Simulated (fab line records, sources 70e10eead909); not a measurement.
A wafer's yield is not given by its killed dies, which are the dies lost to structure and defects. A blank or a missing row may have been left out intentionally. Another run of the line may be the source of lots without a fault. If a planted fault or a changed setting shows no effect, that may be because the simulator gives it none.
fab line records	flow nand-harc
[record] lots = 6	wafers = 18	last-day = 24
route steps=1159 shown A_CONTACT@849 END@1159
lots that met no fault: from a run of the same line without faults
start-h: hours from the record's opening day to when the first of the lot's shown wafers began	wait-h: time in hours since the lot's previous step	" identical to the entry in the row above	L1.1+2: a single row standing in for several wafers	- value missing, or start not given	* or withheld: withheld	< > ~ a bound
route shown NAME@n: names a module that has steps shown in the file, with the first one's number in the route	usual: the fault-free wafers' mean and standard deviation	same: alike in all rows	chamber/n: place in a boat	sites: per-site readings	_std_site: their standard deviation	_edge_site: the outer-site mean with the inner-site mean subtracted	radius-mm: for every site, how far away it sits from the centre of the wafer	mask NAME#n: copy n	behind: the tool/chamber that last shaped the wafer	hold: cause of the lot's hold/its duration in hours/its outcome	device: names the non-switching transistor (n, p or np)	end of line: tests run on the same wafers once the route is complete	step lacking rows: just its recipe	killed: dies lost to structure and defects at the first sort, not the wafer's yield	map: a wafer's dies, marking killed ones x, the rest . and places with no die _
set.NAME: the setting as run; set.NAME@STEP: as run at that earlier step	model.NAME: the simulator's own value behind a step, which no gauge read
a table for each step, a row for each wafer; lots at some steps of the route
services: from which hour (start-h, from the record's first day; less than 0 if before it) a tool's chamber was out of use, for how many hours, and why
[[steps]]
[step NHARC_A_CONTACT_SOFTBAKE_37]
[recipe] temp-c = 105	time-s = 55
[step NHARC_A_CONTACT_EBR_38]
[step NHARC_A_CONTACT_EXPOSE_39]
[recipe] na = 1.35	sigma-outer = 0.8	dose-mj = 58.79	mask-id = A_CC_3
[step NHARC_A_CONTACT_PEB_40]
[recipe] peb-temp-c = 100	peb-time-s = 65
[step NHARC_A_CONTACT_DEVELOP_41]
[recipe] develop-time-s = 35	dev-temp-c = 23
[step NHARC_A_CONTACT_CD_MEAS_42]
[recipe] target-cd-nm = 200	landing-energy-ev = 500
[usual] cd-nm = 200.2/0.49
lot.wafer	tool	chamber	start-h	wait-h	cd-nm
L243.3	cd-sem-01	0	385.36	-	199.5
L243.5	"	0	"	"	200.4
L243.6	"	0	"	"	201.1
L245.1	cd-sem-02	0	402.55	-	200.0
L245.4	"	0	"	"	201.0
L245.6	"	0	"	"	200.2
L253.3	cd-sem-01	0	464.67	-	199.7
L253.4	"	0	"	"	199.5
L253.6	"	0	"	"	199.7
L257.2	cd-sem-01	0	474.52	-	199.1
L257.5	"	0	"	"	199.8
L257.6	"	0	"	"	199.4
L259.4	cd-sem-01	0	491.47	-	200.8
L259.5	"	0	"	"	199.6
L259.6	"	0	"	"	199.9
L260.1	cd-sem-03	0	496.76	-	200.5
L260.4	"	0	"	"	200.1
L260.5	"	0	"	"	200.2
[step NHARC_A_CONTACT_OVL_MEAS_43]
[usual] overlay-x-nm = 0.2/0.89	overlay-y-nm = 0.0/0.99
lot.wafer	tool	chamber	start-h	wait-h	overlay-x-nm	overlay-y-nm
L243.3	overlay-01	-	385.45	-	-1.3	-0.4
L243.5	"	-	"	"	-1.5	-0.2
L243.6	"	-	"	"	-0.4	-0.4
L245.1	overlay-01	-	402.64	-	-0.2	-0.4
L245.4	"	-	"	"	-0.7	-0.3
L245.6	"	-	"	"	-0.7	-1.0
L253.3	overlay-01	-	464.75	-	-0.8	1.4
L253.4	"	-	"	"	-0.7	1.4
L253.6	"	-	"	"	-0.9	0.9
L257.2	overlay-02	-	474.60	-	-0.5	0.3
L257.5	"	-	"	"	-0.7	0.6
L257.6	"	-	"	"	-0.5	0.2
L259.4	overlay-01	-	491.55	-	-0.8	0.3
L259.5	"	-	"	"	-0.5	1.3
L259.6	"	-	"	"	-0.8	1.1
L260.1	overlay-01	-	496.85	-	-1.1	-0.7
L260.4	"	-	"	"	-0.7	-1.3
L260.5	"	-	"	"	-1.3	-1.6
[step NHARC_A_CONTACT_INSPECT_44]
[usual] raw-defect-count = 27/13
lot.wafer	tool	chamber	start-h	wait-h	raw-defect-count
L243.3	defect-inspect-01	-	385.49	0.0	34
L243.5	"	-	"	"	34
L243.6	"	-	"	"	30
L245.1	defect-inspect-01	-	402.68	0.0	15
L245.4	"	-	"	"	16
L245.6	"	-	"	"	18
L253.3	defect-inspect-01	-	464.79	0.0	29
L253.4	"	-	"	"	31
L253.6	"	-	"	"	29
L257.2	defect-inspect-01	-	474.64	0.0	54
L257.5	"	-	"	"	51
L257.6	"	-	"	"	56
L259.4	defect-inspect-01	-	491.58	0.0	57
L259.5	"	-	"	"	44
L259.6	"	-	"	"	53
L260.1	defect-inspect-01	-	496.89	0.0	43
L260.4	"	-	"	"	41
L260.5	"	-	"	"	35
[step NHARC_A_CONTACT_DESCUM_47]
[recipe] time-s = 3	o2-flow-sccm = 200	ar-flow-sccm = 0	bias-power-w = 0	chemistry = O2
[usual] drypump-motor-current-A = 5.9/0.55	oes-product-au = 1.000/0.01	rf-vpp-V = 57.7/0.79	showerhead-plenum-p-Torr = 1.91/0.075	throttle-valve-pct = 11.312/0.0089
[same] time-s = 3
lot.wafer	tool	chamber	start-h	wait-h	drypump-motor-current-A	oes-product-au	rf-hours-counter-h	rf-vpp-V	showerhead-plenum-p-Torr	throttle-valve-pct
L243.3	rie-diel-02	0	385.55	0.1	6.5	0.984	17	57.6	1.86	11.309
L243.6	"	3	"	"	6.1	0.998	-	57.1	1.98	11.311
L243.5	"	0	"	"	6.5	0.991	-	58.1	1.86	11.317
L245.4	rie-diel-01	1	402.75	0.1	5.4	0.988	18	59.8	1.99	11.326
L245.1	"	3	"	"	6.2	0.994	18	58.3	1.85	11.300
L245.6	"	0	"	"	5.6	1.004	-	57.6	1.89	11.306
L253.3	rie-diel-01	1	464.85	0.1	5.4	0.989	29	58.6	1.99	11.306
L253.4	"	3	"	"	6.2	0.993	29	57.5	1.85	11.310
L253.6	"	2	"	"	5.1	1.009	-	56.8	1.85	11.308
L257.2	rie-diel-01	3	474.73	0.1	6.2	0.992	31	58.3	1.85	11.317
L257.5	"	0	"	"	5.7	1.016	-	57.8	1.89	11.327
L257.6	"	1	"	"	5.4	0.996	-	57.1	1.99	11.304
L259.5	rie-diel-01	0	491.68	0.1	5.6	1.002	-	57.5	1.89	11.299
L259.4	"	1	"	"	5.4	0.989	-	58.4	1.99	11.296
L259.6	"	3	"	"	6.2	0.990	-	57.1	1.85	11.305
L260.4	rie-diel-02	1	498.13	1.2	6.7	1.000	60	55.7	1.86	11.311
L260.1	"	0	"	"	6.6	0.982	61	58.9	1.84	11.302
L260.5	"	2	"	"	5.4	1.002	-	59.3	2.05	11.315
[step NHARC_A_CONTACT_ETCH_48]
[recipe] target-depth-a = 390	over-etch-frac = 0.3	time-s = 65	ion-energy-ev = 80	cf4-flow-sccm = 150	ar-flow-sccm = 0	rf-w = 300	bias-w = 100	chemistry = CF4
[usual] drypump-motor-current-A = 5.9/0.55	oes-product-au = 0.999/0.0095	rf-vpp-V = 151.3/1.1	showerhead-plenum-p-Torr = 1.77/0.065	throttle-valve-pct = 13.284/0.0095
[same] time-s = 65
lot.wafer	tool	chamber	start-h	wait-h	drypump-motor-current-A	oes-product-au	rf-hours-counter-h	rf-vpp-V	showerhead-plenum-p-Torr	throttle-valve-pct
L243.3	rie-diel-02	1	385.78	0.2	6.7	0.997	18	151.4	1.73	13.280
L243.5	"	3	"	"	6.1	0.987	-	150.5	1.83	13.290
L243.6	"	0	"	"	6.6	0.984	-	151.3	1.72	13.284
L245.1	rie-diel-01	1	402.82	0.1	5.4	0.995	18	152.1	1.84	13.293
L245.4	"	3	"	"	6.2	0.994	18	151.8	1.71	13.289
L245.6	"	2	"	"	5.1	1.009	-	150.3	1.71	13.286
L253.3	rie-diel-01	1	464.95	0.1	5.4	1.004	29	150.7	1.84	13.284
L253.4	"	2	"	"	5.1	1.007	28	150.9	1.71	13.298
L253.6	"	0	"	"	5.7	1.003	-	150.8	1.75	13.299
L257.2	rie-diel-01	2	474.80	0.1	5.1	1.011	30	151.7	1.71	13.278
L257.6	"	3	"	"	6.2	0.992	-	151.0	1.71	13.282
L257.5	"	0	"	"	5.7	1.005	-	150.8	1.75	13.264
L259.4	rie-diel-01	1	491.77	0.1	5.4	0.984	-	152.3	1.83	13.289
L259.5	"	3	"	"	6.2	0.999	-	149.2	1.71	13.289
L259.6	"	0	"	"	5.7	1.000	-	152.1	1.75	13.296
L260.1	rie-diel-02	3	498.48	0.3	6.1	1.006	66	152.9	1.81	13.273
L260.4	"	0	"	"	6.6	0.988	61	150.8	1.71	13.266
L260.5	"	2	"	"	5.4	1.004	-	153.8	1.89	13.281
[step NHARC_A_CONTACT_ETCH_49]
[recipe] target-depth-a = 2600	over-etch-frac = 0.3	time-s = 475.3	ion-energy-ev = 200	n2-flow-sccm = 150	h2-flow-sccm = 150	ar-flow-sccm = 0	rf-w = 400	bias-w = 150	chemistry = N2/H2
[usual] drypump-motor-current-A = 5.9/0.54	oes-product-au = 0.999/0.0091	rf-vpp-V = 430.6/2.5	showerhead-plenum-p-Torr = 2.04/0.084	throttle-valve-pct = 14.171/0.0087
[same] time-s = 475.3
lot.wafer	tool	chamber	start-h	wait-h	drypump-motor-current-A	oes-product-au	rf-hours-counter-h	rf-vpp-V	showerhead-plenum-p-Torr	throttle-valve-pct
L243.3	rie-diel-02	3	-	-	6.2	1.009	21	433.2	2.11	14.168
L243.6	"	3	"	"	6.1	1.000	-	431.2	2.11	14.156
L243.5	"	0	"	"	6.6	0.993	-	428.7	1.98	14.168
L245.4	rie-diel-01	1	-	-	5.4	1.001	18	432.3	2.13	14.160
L245.1	"	3	"	"	6.2	0.993	18	429.0	1.97	14.165
L245.6	"	1	"	"	5.4	1.000	-	433.4	2.13	14.184
L253.4	rie-diel-01	2	-	-	5.1	1.018	28	428.7	1.96	14.173
L253.3	"	3	"	"	6.2	0.984	29	429.3	1.97	14.167
L253.6	"	2	"	"	5.1	1.001	-	427.4	1.96	14.171
L257.2	rie-diel-01	1	-	-	5.4	0.999	31	432.2	2.12	14.182
L257.5	"	0	"	"	5.7	1.017	-	428.7	2.01	14.175
L257.6	"	1	"	"	5.4	0.998	-	434.5	2.12	14.183
L259.4	rie-diel-01	1	-	-	5.4	0.994	-	434.0	2.12	14.159
L259.5	"	3	"	"	6.2	0.991	-	429.0	1.97	14.172
L259.6	"	0	"	"	5.6	1.000	-	429.1	2.01	14.167
L260.4	rie-diel-02	3	-	-	6.1	0.993	66	431.7	2.10	14.171
L260.1	"	1	"	"	6.7	0.994	61	429.9	1.98	14.170
L260.5	"	3	"	"	6.1	0.984	-	432.8	2.10	14.161
[step NHARC_A_CONTACT_ETCH_50]
[recipe] target-depth-a = 847	time-s = 42.4	cf4-flow-sccm = 100	chf3-flow-sccm = 30	ar-flow-sccm = 0	rf-w = 500	bias-w = 200	chemistry = CF4/CHF3
[usual] drypump-motor-current-A = 5.9/0.56	oes-product-au = 0.949/0.026	rf-vpp-V = 370.5/2.1	showerhead-plenum-p-Torr = 1.57/0.058	throttle-valve-pct = 16.801/0.0088
[same] time-s = 42.4
lot.wafer	tool	chamber	start-h	wait-h	drypump-motor-current-A	oes-product-au	rf-hours-counter-h	rf-vpp-V	showerhead-plenum-p-Torr	throttle-valve-pct
L243.3	rie-diel-02	1	-	-	6.7	0.944	18	369.5	1.54	16.809
L243.5	"	1	"	"	6.7	0.936	-	369.8	1.54	16.806
L243.6	"	2	"	"	5.4	0.932	-	374.5	1.69	16.800
L245.1	rie-diel-01	1	-	-	5.4	0.963	18	372.5	1.64	16.805
L245.4	"	3	"	"	6.2	0.975	18	368.8	1.53	16.788
L245.6	"	0	"	"	5.6	0.972	-	369.0	1.56	16.818
L253.3	rie-diel-01	1	-	-	5.4	0.956	29	372.7	1.63	16.804
L253.4	"	2	"	"	5.1	0.972	28	367.6	1.52	16.805
L253.6	"	1	"	"	5.4	0.945	-	373.0	1.63	16.795
L257.2	rie-diel-01	2	-	-	5.1	0.992	30	370.5	1.52	16.795
L257.6	"	1	"	"	5.4	0.963	-	373.7	1.63	16.823
L257.5	"	2	"	"	5.1	0.990	-	369.3	1.52	16.781
L259.4	rie-diel-12	1	492.30	-	5.3	0.948	36	372.4	1.59	16.803
L259.5	"	0	"	"	6.7	1.005	-	370.9	1.54	16.811
L259.6	"	1	"	"	5.3	0.936	-	370.6	1.59	16.795
L260.4	rie-diel-02	0	-	-	6.5	0.907	61	369.3	1.52	16.799
L260.1	"	2	"	"	5.4	0.933	66	373.7	1.68	16.803
L260.5	"	0	"	"	6.5	0.909	-	367.6	1.52	16.810
[step NHARC_A_CONTACT_ETCH_51]
[recipe] target-depth-a = 36000	over-etch-frac = 0.3	time-s = 936	ion-energy-ev = 150	o2-flow-sccm = 400	cos-flow-sccm = 20	ar-flow-sccm = 0	rf-w = 500	bias-w = 300	chemistry = O2/COS
[usual] drypump-motor-current-A = 5.9/0.54	oes-product-au = 1.000/0.0094	rf-vpp-V = 314.2/1.9	showerhead-plenum-p-Torr = 3.13/0.12	throttle-valve-pct = 28.330/0.0093
[same] time-s = 936
lot.wafer	tool	chamber	start-h	wait-h	drypump-motor-current-A	oes-product-au	rf-hours-counter-h	rf-vpp-V	showerhead-plenum-p-Torr	throttle-valve-pct
L243.3	rie-diel-02	0	386.42	-	6.6	0.983	18	311.9	3.03	28.315
L243.5	"	3	"	"	6.1	0.996	-	316.0	3.23	28.327
L243.6	"	0	"	"	6.6	0.991	-	312.8	3.03	28.344
L245.1	rie-diel-01	2	403.34	-	5.1	1.012	17	312.9	3.02	28.333
L245.4	"	0	"	"	5.6	1.008	19	313.9	3.09	28.321
L245.6	"	2	"	"	5.1	1.011	-	313.1	3.02	28.338
L253.4	rie-diel-01	1	465.52	-	5.4	0.987	29	315.6	3.24	28.333
L253.3	"	3	"	"	6.2	0.981	29	312.5	3.02	28.344
L253.6	"	0	"	"	5.6	0.822	-	314.7	3.08	28.325
L257.2	rie-diel-01	0	475.37	-	5.6	1.010	32	311.8	3.08	28.332
L257.5	"	3	"	"	6.2	0.820	-	311.6	3.02	28.344
L257.6	"	0	"	"	5.7	0.828	-	313.9	3.08	28.332
L259.4	rie-diel-02	2	492.60	-	5.4	1.009	62	317.3	3.34	28.330
L259.6	"	3	"	"	6.1	0.986	-	314.9	3.21	28.349
L259.5	"	0	"	"	6.6	0.991	-	314.3	3.02	28.324
L260.1	rie-diel-02	0	499.56	-	6.6	0.989	62	312.9	3.01	28.344
L260.4	"	2	"	"	5.4	1.013	66	317.4	3.34	28.328
L260.5	"	0	"	"	6.6	0.985	-	312.9	3.01	28.324
[step NHARC_A_CONTACT_ETCH_111]
[recipe] source-w = withheld	pressure-mtorr = 20	bias-v = withheld	time-s = 140	target-depth-a = 7000	ar-flow-sccm = withheld	c4f8-flow-sccm = withheld	o2-flow-sccm = withheld	chemistry = C4F8/O2/Ar
[same] time-s = 140
lot.wafer	tool	chamber	start-h	wait-h	rf-hours-counter-h
L243.3	har-cap-etch-01	1	387.13	-	-
L243.6	"	0	"	"	-
L243.5	"	1	"	"	-
L245.1	har-cap-etch-03	1	404.02	-	86
L245.4	"	0	"	"	-
L245.6	"	1	"	"	-
L253.3	har-cap-etch-03	0	466.18	-	-
L253.4	"	1	"	"	-
L253.6	"	1	"	"	-
L257.2	har-cap-etch-02	0	475.96	-	28
L257.5	"	0	"	"	-
L257.6	"	1	"	"	-
L259.4	har-cap-etch-01	0	493.15	-	-
L259.5	"	1	"	"	-
L259.6	"	0	"	"	-
L260.1	har-cap-etch-01	1	500.18	-	76
L260.4	"	1	"	"	-
L260.5	"	1	"	"	-
[step NHARC_END_SORT_01]
[recipe] temp-c = 25
[usual] killed-at-array = 27/11	killed-at-other = 0.6/1	killed-at-periphery = 3.0/2.1	killed-dies = 31/12	killed-open = 3.2/1.7	killed-short = 1.7/1.4
[same] gross-dies = 677
lot.wafer	tool	chamber	start-h	wait-h	killed-at-array	killed-at-other	killed-at-periphery	killed-dies	killed-open	killed-short
L243.3	prober-02	0	478.04	3.1	29	2	2	33	3	1
L243.5	prober-02	0	479.61	3.6	32	1	5	38	3	0
L243.6	prober-02	0	480.39	3.9	29	0	2	31	3	0
L253.3	prober-02	0	541.65	3.1	29	0	4	33	4	1
L253.4	prober-02	0	542.44	3.4	30	0	4	34	3	3
L253.6	prober-02	0	544.04	4.0	675	0	2	677	3	2
L257.5	prober-01	0	552.54	3.7	674	2	1	677	4	2
L257.6	prober-01	0	553.34	4.0	672	1	3	676	4	1
L260.1	prober-01	0	576.85	2.5	49	1	6	56	3	2
L260.4	prober-01	0	579.28	3.4	48	0	5	53	2	2
L260.5	prober-01	0	580.10	3.7	38	2	5	45	2	5
// killed by level:class
L243.3 A_CHANNEL_HOLE_D1:chamber-film-flake=15 A_SLIT:chamber-film-flake=9 A_STAIRCASE:chamber-film-flake=3 P_CONTACT:geometric-particle:open=1 P_M1:geometric-particle:open=1 A_SOURCE_PLATE:geometric-particle:short=1 A_M0:geometric-particle:open=1 HYBRID_BOND:chamber-film-flake=1
L243.5 A_CHANNEL_HOLE_D1:chamber-film-flake=14 A_SLIT:chamber-film-flake=12 A_STAIRCASE:chamber-film-flake=3 P_M1:chamber-film-flake=2 A_CONTACT:chamber-film-flake=2 P_GATE:geometric-particle:open=1 P_M0:geometric-particle:open=1 A_ONON_D1:geometric-particle:open=1
L243.6 A_CHANNEL_HOLE_D1:chamber-film-flake=14 A_SLIT:chamber-film-flake=10 A_STAIRCASE:chamber-film-flake=2 A_CONTACT:geometric-particle:open=2 P_CONTACT:geometric-particle:open=1 P_M1:chamber-film-flake=1 A_CONTACT:chamber-film-flake=1
L253.3 A_CHANNEL_HOLE_D1:chamber-film-flake=16 A_CONTACT:chamber-film-flake=8 P_GATE:chamber-film-flake=2 P_ZERO_WELL:geometric-particle:open=1 P_M0:geometric-particle:open=1 A_CHANNEL_HOLE_D1:geometric-particle:short=1 A_SGD_CUT:geometric-particle:open=1 A_WL_FILL:geometric-particle:open=1
L253.4 A_CHANNEL_HOLE_D1:chamber-film-flake=17 A_CONTACT:chamber-film-flake=5 P_GATE:chamber-film-flake=3 A_STAIRCASE:chamber-film-flake=2 P_CONTACT:geometric-particle:short=1 A_CHANNEL_FILL_D1:geometric-particle:open=1 A_WL_FILL:geometric-particle:short=1 A_CONTACT:geometric-particle:open=1
L253.6 A_CONTACT:area-etch=643 A_CHANNEL_HOLE_D1:chamber-film-flake=16 A_CONTACT:chamber-film-flake=7 A_STAIRCASE:chamber-film-flake=4 P_CONTACT:geometric-particle:open=1 A_CHANNEL_HOLE_D1:geometric-particle:open=1 A_CHANNEL_FILL_D1:geometric-particle:short=1 A_CONTACT:geometric-particle:short=1
L257.5 A_CONTACT:area-etch=627 A_CHANNEL_HOLE_D1:chamber-film-flake=17 A_SLIT:chamber-film-flake=17 A_CHANNEL_FILL_D1:chamber-film-flake=3 A_CONTACT:chamber-film-flake=3 A_ZERO_WELL:chamber-film-flake=2 P_CONTACT:geometric-particle:open=1 A_ONON_D1:geometric-particle:open=1
L257.6 A_CONTACT:area-etch=625 A_SLIT:chamber-film-flake=23 A_CHANNEL_HOLE_D1:chamber-film-flake=12 A_STAIRCASE:chamber-film-flake=3 A_CONTACT:chamber-film-flake=3 P_CONTACT:geometric-particle:open=2 A_CONTACT:geometric-particle:open=2 P_M0:geometric-particle:short=1
L260.1 A_SLIT:chamber-film-flake=18 A_STAIRCASE:chamber-film-flake=11 A_CHANNEL_HOLE_D1:chamber-film-flake=9 A_CONTACT:chamber-film-flake=6 P_BONDPAD:chamber-film-flake=4 P_STI:chamber-film-flake=2 A_CHANNEL_FILL_D1:geometric-particle:open=1 A_WL_FILL:geometric-particle:short=1
L260.4 A_SLIT:chamber-film-flake=17 A_CONTACT:chamber-film-flake=12 A_STAIRCASE:chamber-film-flake=9 A_CHANNEL_HOLE_D1:chamber-film-flake=7 P_BONDPAD:chamber-film-flake=3 A_SGD_CUT:geometric-particle:short=2 P_M0:geometric-particle:open=1 A_CHANNEL_FILL_D1:geometric-particle:open=1
L260.5 A_SLIT:chamber-film-flake=13 A_CHANNEL_HOLE_D1:chamber-film-flake=8 A_STAIRCASE:chamber-film-flake=7 A_CONTACT:chamber-film-flake=7 P_BONDPAD:chamber-film-flake=2 P_GATE:geometric-particle:short=1 P_M0:geometric-particle:open=1 A_ONON_D1:geometric-particle:short=1
// map L253.6 (x killed, . not)
____________x____________
_________xxxxxxx_________
_______xxxxxxxxxxx_______
______xxxxxxxxxxxxx______
_____xxxxxxxxxxxxxxx_____
____xxxxxxxxxxxxxxxxx____
____xxxxxxxxxxxxxxxxx____
___xxxxxxxxxxxxxxxxxxx___
___xxxxxxxxxxxxxxxxxxx___
__xxxxxxxxxxxxxxxxxxxxx__
__xxxxxxxxxxxxxxxxxxxxx__
_xxxxxxxxxxxxxxxxxxxxxxx_
_xxxxxxxxxxxxxxxxxxxxxxx_
_xxxxxxxxxxxxxxxxxxxxxxx_
_xxxxxxxxxxxxxxxxxxxxxxx_
_xxxxxxxxxxxxxxxxxxxxxxx_
xxxxxxxxxxxxxxxxxxxxxxxxx
xxxxxxxxxxxxxxxxxxxxxxxxx
xxxxxxxxxxxxxxxxxxxxxxxxx
xxxxxxxxxxxxxxxxxxxxxxxxx
xxxxxxxxxxxxxxxxxxxxxxxxx
_xxxxxxxxxxxxxxxxxxxxxxx_
_xxxxxxxxxxxxxxxxxxxxxxx_
_xxxxxxxxxxxxxxxxxxxxxxx_
_xxxxxxxxxxxxxxxxxxxxxxx_
_xxxxxxxxxxxxxxxxxxxxxxx_
__xxxxxxxxxxxxxxxxxxxxx__
__xxxxxxxxxxxxxxxxxxxxx__
___xxxxxxxxxxxxxxxxxxx___
___xxxxxxxxxxxxxxxxxxx___
____xxxxxxxxxxxxxxxxx____
____xxxxxxxxxxxxxxxxx____
_____xxxxxxxxxxxxxxx_____
______xxxxxxxxxxxxx______
_______xxxxxxxxxxx_______
_________xxxxxxx_________
____________x____________
// map L257.5 (x killed, . not)
____________x____________
_________xxxxxxx_________
_______xxxxxxxxxxx_______
______xxxxxxxxxxxxx______
_____xxxxxxxxxxxxxxx_____
____xxxxxxxxxxxxxxxxx____
____xxxxxxxxxxxxxxxxx____
___xxxxxxxxxxxxxxxxxxx___
___xxxxxxxxxxxxxxxxxxx___
__xxxxxxxxxxxxxxxxxxxxx__
__xxxxxxxxxxxxxxxxxxxxx__
_xxxxxxxxxxxxxxxxxxxxxxx_
_xxxxxxxxxxxxxxxxxxxxxxx_
_xxxxxxxxxxxxxxxxxxxxxxx_
_xxxxxxxxxxxxxxxxxxxxxxx_
_xxxxxxxxxxxxxxxxxxxxxxx_
xxxxxxxxxxxxxxxxxxxxxxxxx
xxxxxxxxxxxxxxxxxxxxxxxxx
xxxxxxxxxxxxxxxxxxxxxxxxx
xxxxxxxxxxxxxxxxxxxxxxxxx
xxxxxxxxxxxxxxxxxxxxxxxxx
_xxxxxxxxxxxxxxxxxxxxxxx_
_xxxxxxxxxxxxxxxxxxxxxxx_
_xxxxxxxxxxxxxxxxxxxxxxx_
_xxxxxxxxxxxxxxxxxxxxxxx_
_xxxxxxxxxxxxxxxxxxxxxxx_
__xxxxxxxxxxxxxxxxxxxxx__
__xxxxxxxxxxxxxxxxxxxxx__
___xxxxxxxxxxxxxxxxxxx___
___xxxxxxxxxxxxxxxxxxx___
____xxxxxxxxxxxxxxxxx____
____xxxxxxxxxxxxxxxxx____
_____xxxxxxxxxxxxxxx_____
______xxxxxxxxxxxxx______
_______xxxxxxxxxxx_______
_________xxxxxxx_________
____________x____________
[[services]]
tool	chamber	start-h	hours	kind
rie-diel-01	0	372.97	-	clean
rie-diel-01	1	372.97	-	clean
rie-diel-01	2	372.97	-	clean
rie-diel-01	3	372.97	-	clean
rie-diel-12	-	379.62	9.0	pm
rie-diel-01	0	397.60	-	clean
rie-diel-01	1	397.60	-	clean
rie-diel-01	2	397.60	-	clean
rie-diel-01	3	397.60	-	clean
rie-diel-12	0	412.71	46.5	repair
har-cap-etch-01	-	420.51	0.6	repair
rie-diel-01	0	422.10	-	clean
rie-diel-01	1	422.10	-	clean
rie-diel-01	2	422.10	-	clean
rie-diel-01	3	422.10	-	clean
rie-diel-01	1	432.22	3.1	repair
rie-diel-01	0	446.60	-	clean
rie-diel-01	1	446.60	-	clean
rie-diel-01	2	446.60	-	clean
rie-diel-01	3	446.60	-	clean
rie-diel-01	0	471.30	-	clean
rie-diel-01	1	471.30	-	clean
rie-diel-01	2	485.49	7.9	repair
rie-diel-01	-	492.13	9.0	pm
[[key]]
[first-sign] step = NHARC_A_CONTACT_ETCH_51	reading = oes-product-au	direction = down	sigmas = 19	usual = 1.000	struck = 0.823
[effect] step = NHARC_END_SORT_01	reading = killed-at-array	direction = up	sigmas = 57	usual = 27	struck = 674
[more-kills-born-at] NHARC_A_CONTACT_ETCH_51@rie-diel-01 = 1895
met-at NHARC_A_CONTACT_ETCH_51
struck-wafers L253.6,L257.5,L257.6
later-rows-left-out L253.6,L257.5,L257.6
tester-left-out L253,L257
onset-between 403.34 465.52
[fault] kind = process-parameter-drift	tool = rie-diel-01	chamber = -	onset-h = 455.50	steps = NHARC_A_CONTACT_ETCH_51	channel = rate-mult	offset = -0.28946	shape = step	end-h = 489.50	scope = struck-wafers-only
// tester-left-out: of these lots the tester's yield and bins aren't shown, on N5 and GAA mostly nor the transistor test; their killed dies are dies lost to structure and defects alone, not to doping, threshold or leakage, so they don't give the yield
// later-rows-left-out: the simulator's readings of these wafers behind a module that went badly wrong aren't trusted and aren't shown, but for the sort
